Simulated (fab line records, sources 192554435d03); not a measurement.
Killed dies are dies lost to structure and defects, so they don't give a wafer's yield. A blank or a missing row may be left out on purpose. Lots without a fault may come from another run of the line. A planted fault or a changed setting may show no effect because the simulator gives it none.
Split-lot experiment | flow n5_finfet | 7 lots, 21 wafers read, on a route of 1938 steps

THE SPLIT
At N5_SD_EPI_N_ETCH_45 (etches SiOCN in CH3F/O2, target depth 6 nm), the setting target_depth_a was moved away from the recipe's 60 angstrom on 8 of the 21 wafers read, by -7.1% to +8.4%. The other wafers ran this setting at the recipe's value.

The reading is taken at the split's own step.

THE READING
etch.depth_nm (the simulator's own value, which no gauge read), in nm, at N5_SD_EPI_N_ETCH_45 (etches SiOCN in CH3F/O2, target depth 6 nm). The file gives no usual value for it. The 13 wafers here that ran the recipe average 6.036 nm, standard deviation 0.084 nm.

wafer  | tool, chamber at the split | target_depth_a as run, angstrom | against the recipe | etch.depth_nm, nm | against lot-mates on the recipe
L075.2 | rie_diel-05, 2             | 64.22                           | +7.0%              | 6.359             | no lot-mate on the recipe
L075.3 | rie_diel-05, 3             | 64.22                           | +7.0%              | 6.381             | no lot-mate on the recipe
L075.5 | rie_diel-05, 1             | 64.22                           | +7.0%              | 6.58              | no lot-mate on the recipe
L077.1 | rie_diel-06, 3             | 60                              | recipe             | 6.019             | -
L077.2 | rie_diel-06, 2             | 60                              | recipe             | 6.084             | -
L077.3 | rie_diel-06, 1             | 60                              | recipe             | 6.077             | -
L081.3 | rie_diel-06, 2             | 60                              | recipe             | 6.065             | -
L081.5 | rie_diel-06, 2             | 60                              | recipe             | 6.077             | -
L081.6 | rie_diel-06, 1             | 60                              | recipe             | 6.101             | -
L085.1 | rie_diel-05, 1             | 62.39                           | +4.0%              | 6.324             | +0.425
L085.3 | rie_diel-05, 3             | 60                              | recipe             | 5.899             | -
L085.4 | rie_diel-05, 0             | 62.39                           | +4.0%              | 6.148             | +0.249
L090.2 | rie_diel-06, 3             | 60                              | recipe             | 5.956             | -
L090.4 | rie_diel-06, 0             | 60                              | recipe             | 5.925             | -
L090.6 | rie_diel-06, 0             | 60                              | recipe             | 5.996             | -
L092.1 | rie_diel-06, 2             | 65.06                           | +8.4%              | 6.489             | +0.549
L092.4 | rie_diel-06, 0             | 65.06                           | +8.4%              | 6.42              | +0.480
L092.6 | rie_diel-06, 3             | 60                              | recipe             | 5.94              | -
L097.1 | rie_diel-04, 2             | 60                              | recipe             | 6.138             | -
L097.2 | rie_diel-04, 3             | 60                              | recipe             | 6.186             | -
L097.3 | rie_diel-04, 0             | 55.73                           | -7.1%              | 5.668             | -0.494

THE FIT
A straight line over all 21 wafers: etch.depth_nm changes by +0.053 nm for each +1% of target_depth_a; r = +0.92; the points scatter about the line by 0.087 nm.
The same after taking each lot's own level away (the mean of its wafers on the recipe; 18 wafers): +0.0661 nm for each +1%; r = +0.98; scatter 0.05 nm.
On that fit, the largest move of target_depth_a shifts the reading by 0.56 nm.
The lots' own levels span 5.8990 to 6.1620 nm, that is 3.1 times the standard deviation above.
So the lot-to-lot level changes the slope: the two fits differ.
Check: with one of the wafers moved furthest among these (+8.4%) left out of the fit, the line predicts +0.564 nm for it against its lot-mates. It came out at +0.549 nm against them.

OTHER SPLITS ON THESE WAFERS
These wafers also went through other splits before the reading. Each is held against what the fit with the lots' levels taken away leaves over:
other split on the same wafers  | wafers away from the commonest value | r with etch.depth_nm (lot level and that fit taken away)
N5_DUMMY_GATE_EXPOSE_12 dose_mj | 9                                    | +0.07

THE FILE'S OWN FIT
etch.depth_nm changes by +0.0668 nm for each +1% of target_depth_a, r = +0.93.
